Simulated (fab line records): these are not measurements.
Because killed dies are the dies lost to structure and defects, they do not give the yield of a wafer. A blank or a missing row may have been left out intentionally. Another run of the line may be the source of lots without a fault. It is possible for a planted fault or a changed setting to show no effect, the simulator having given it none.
Code-filled problem report in 8D (eight disciplines) form :: flow nand_harc :: the parts of the form that need people (team, actions taken, sign-off) are left out

== 1. WHAT WENT WRONG ==
On 2 wafers of 1 lot, killed_at_array at NHARC_END_SORT_01 has a mean of 86; fault-free wafers read 27, standard deviation 11. Relative to the usual mean, that is a shift of +5.4 standard deviations.
The first sign was on wafer L517.1 at day 22 14:36, on prober-02. The record has a number at this step for 7 wafers belonging to 3 lots. Rule for "out", or "out of limits": more than 4 standard deviations from the usual mean. The rest of the wafers with a number are treated as sound.

== 2. WHAT IT IS; WHAT IT IS NOT ==
question: which readings at this step
is: killed_at_array, killed_dies
is not: killed_at_other, killed_at_periphery, killed_open, killed_short

question: which lots
is: L517
is not: L521, L522

question: which wafers of those lots
is: L517.1, L517.4
is not: L517.2

question: read on which gauges
is: prober-02
is not: prober-01

question: when
is: from day 22 14:36
is not: up to then (0 sound wafers); but 5 sound wafers of L517, L521, L522 came after

== 3. WHAT RULES OUT EACH SUSPECT ==
Counting: a tool at a process step up to the reading stays a suspect if it ran every lot that is out. Sound lots after the first of them don't rule it out here, since some wafers of a struck lot are sound.
- the gauge at NHARC_END_SORT_01: kept. All the wafers that are out were read on prober-02, and no step on other tools shows them out.
- rie_metal-03 at NHARC_A_WL_FILL_ETCHBACK_04 (etches the open film in NF3, target depth 60 nm, time 120 s): kept. It ran the lot that is out, L517 (day 18 07:20).
- rie_si-01 at NHARC_THIN_TSV_ETCH_15 (target depth 3000 nm, bosch target overetch cycles 2, bosch etch step 2.8 s): kept. It ran the lot that is out, L517 (day 21 22:56).
- Within rie_metal-03 at NHARC_A_WL_FILL_ETCHBACK_04, the wafers that are out were processed in chamber 1 and their sound lot-mates in chamber 0.
- Within rie_si-01 at NHARC_THIN_TSV_ETCH_15: the wafers that are out ran in chambers 2, 3; their sound lot-mates ran in chamber 1.
After the count, these remain: rie_metal-03 at NHARC_A_WL_FILL_ETCHBACK_04, rie_si-01 at NHARC_THIN_TSV_ETCH_15 and prober-02 at NHARC_END_SORT_01.

== 4. THE CAUSE (what the simulator had put in) ==
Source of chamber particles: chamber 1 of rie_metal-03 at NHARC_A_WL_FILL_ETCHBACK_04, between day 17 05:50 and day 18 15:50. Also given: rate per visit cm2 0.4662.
This tool is one of the 3 suspects left after counting.

== 5. SEQUENCE OF EFFECTS, ordered by route ==
Each row: a reading whose mean over the struck wafers that have a number lies more than 3 standard deviations from the usual. Scope: only readings with a usual standard deviation given in the record; hours: median across lots of the time from each lot's start at the first step in this table that gives one to its start at this step; sigmas: change in usual standard deviations.
hours: 0
step: NHARC_END_SORT_01
reading: killed_at_array
usual: 27
on struck wafers: 86
change: +59
sigmas: +5.4

hours: 0
step: NHARC_END_SORT_01
reading: killed_dies
usual: 31
on struck wafers: 90
change: +60
sigmas: +5.0

== 6. HOW IT WOULD HAVE BEEN CAUGHT EARLIER ==
129 hours passed between the start of the fault at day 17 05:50 and the first reading out of limits at a measuring or inspecting step in this record, taken at day 22 14:36.
Tool readings at NHARC_A_WL_FILL_ETCHBACK_04 with a usual standard deviation given in the record: none out on any struck wafer, hence no alarm at a limit of 4 standard deviations on them.
By day 22 14:36 the whole set of lots that are out, 1 in number, had already begun NHARC_A_WL_FILL_ETCHBACK_04 on rie_metal-03. A hold on the tool at that time would have spared none of them.
